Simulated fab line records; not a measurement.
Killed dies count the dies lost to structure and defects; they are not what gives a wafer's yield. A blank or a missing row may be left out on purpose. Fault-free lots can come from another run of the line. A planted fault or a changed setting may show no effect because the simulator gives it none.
Chamber matching :: flow n5Finfet :: aldMetal-02 running N5_BEOL_M4_ALD_84: 4 sister chambers
The step deposits TaN, pulse time 2 s, purge time 3 s, co reactant purge time 2 s. 4 wafers are shown with their chamber, then 11 later ones without.

WAFERS PAIRED WITH THEIR CHAMBERS
wafer: L085.3
chamber: 0
heaterPowerW (W): 356

wafer: L088.2
chamber: 1
heaterPowerW (W): 416

wafer: L088.5
chamber: 3
heaterPowerW (W): 487

wafer: L089.1
chamber: 2
heaterPowerW (W): 422

WAFERS WITH NO CHAMBER GIVEN
wafer: L089.5
heaterPowerW (W): 410

wafer: L089.6
heaterPowerW (W): 407

wafer: L090.1
heaterPowerW (W): 488

wafer: L090.3
heaterPowerW (W): 409

wafer: L090.5
heaterPowerW (W): 487

wafer: L092.1
heaterPowerW (W): 488

wafer: L092.2
heaterPowerW (W): 408

wafer: L092.5
heaterPowerW (W): 411

wafer: L093.2
heaterPowerW (W): 418

wafer: L093.4
heaterPowerW (W): 417

wafer: L093.6
heaterPowerW (W): 413

CHAMBER TAKEN BY EACH
wafer: L089.5
from the rows above: can't be placed: 1 or 2
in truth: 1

wafer: L089.6
from the rows above: can't be placed: 1 or 2
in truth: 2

wafer: L090.1
from the rows above: 3
in truth: 3

wafer: L090.3
from the rows above: can't be placed: 1 or 2
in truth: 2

wafer: L090.5
from the rows above: 3
in truth: 3

wafer: L092.1
from the rows above: 3
in truth: 3

wafer: L092.2
from the rows above: can't be placed: 1 or 2
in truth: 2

wafer: L092.5
from the rows above: can't be placed: 1 or 2
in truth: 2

wafer: L093.2
from the rows above: can't be placed: 1 or 2
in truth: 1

wafer: L093.4
from the rows above: can't be placed: 1 or 2
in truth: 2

wafer: L093.6
from the rows above: can't be placed: 1 or 2
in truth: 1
Correctly placed: 3 of 11. Can't be placed from these rows: 8 (the true chamber is among the candidates in 8). Number placed wrongly: 0.
How it was worked out, from the rows above alone: a wafer's distance from a chamber is the root of the sum, over the readings, of the square of ((its reading less the chamber's mean) divided by the reading's scatter). If the next closest chamber is less than 2 further off than the closest, the wafer can't be placed; otherwise it belongs to the closest. Each chamber's mean is taken over the wafers shown for it. The scatter: with one shown wafer a chamber, the root of the mean of the squares of how far each hidden wafer lies from its nearest shown one.
